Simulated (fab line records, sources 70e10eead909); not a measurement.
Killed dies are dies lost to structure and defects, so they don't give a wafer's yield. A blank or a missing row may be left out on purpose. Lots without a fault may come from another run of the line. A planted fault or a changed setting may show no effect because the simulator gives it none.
Chamber matching | flow nand_harc | NHARC_A_CHANNEL_FILL_D2_CMP_10 on cmp-01: 4 sister chambers
The step polishes, target thk 150 nm. 8 wafers are shown with their chamber, then 12 later ones without.

WAFERS WITH THEIR CHAMBER
wafer  | chamber | motor_current_A (A) | time_to_endpoint_s (s)
L081.6 | 3       | 11.3                | 12.8
L082.3 | 3       | 10.5                | 15.2
L086.6 | 2       | 10.7                | 15.1
L089.1 | 1       | 11.7                | 13.5
L089.4 | 2       | 9.8                 | 12.6
L090.3 | 0       | 12.8                | 18.9
L090.5 | 0       | 14.1                | 17.3
L090.6 | 1       | 11.6                | 17.5

WAFERS WITHOUT THEIR CHAMBER
wafer  | motor_current_A (A) | time_to_endpoint_s (s)
L090.1 | 10.9                | 15.1
L090.2 | 11.4                | 14.6
L090.4 | 10.4                | 15.2
L093.1 | 13.4                | 14.6
L093.2 | 9.9                 | 14.3
L093.3 | 11.0                | 16.8
L093.4 | 12.2                | 17.7
L093.5 | 11.0                | 14.1
L093.6 | 10.4                | 14.0
L095.1 | 13.4                | 17.9
L095.3 | 10.7                | 13.8
L095.4 | 10.2                | 13.2

WHICH CHAMBER EACH WENT THROUGH
wafer  | from the rows above          | in truth
L090.1 | can't be placed: 3 or 1 or 2 | 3
L090.2 | can't be placed: 1 or 3 or 2 | 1
L090.4 | can't be placed: 2 or 3 or 1 | 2
L093.1 | can't be placed: 0 or 1      | 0
L093.2 | can't be placed: 2 or 3      | 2
L093.3 | can't be placed: 1 or 3 or 2 | 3
L093.4 | can't be placed: 1 or 0 or 3 | 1
L093.5 | can't be placed: 3 or 2 or 1 | 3
L093.6 | can't be placed: 2 or 3 or 1 | 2
L095.1 | 0                            | 0
L095.3 | can't be placed: 3 or 2 or 1 | 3
L095.4 | can't be placed: 2 or 3      | 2
Placed correctly: 1 of 12. Can't be placed from these rows: 11 (the true chamber is among the candidates in 11). Placed wrongly: 0.
How it was worked out, from the rows above alone: a wafer's distance from a chamber is the root of the sum, over the readings, of the square of ((its reading less the chamber's mean) divided by the reading's scatter). The wafer belongs to the nearest chamber; if the next one is less than 2 further off, it can't be placed. A chamber's mean is the mean of its shown wafers. The scatter: the root of (the sum of the squares of (reading less its chamber's mean) over the shown wafers, divided by (wafers less chambers)).
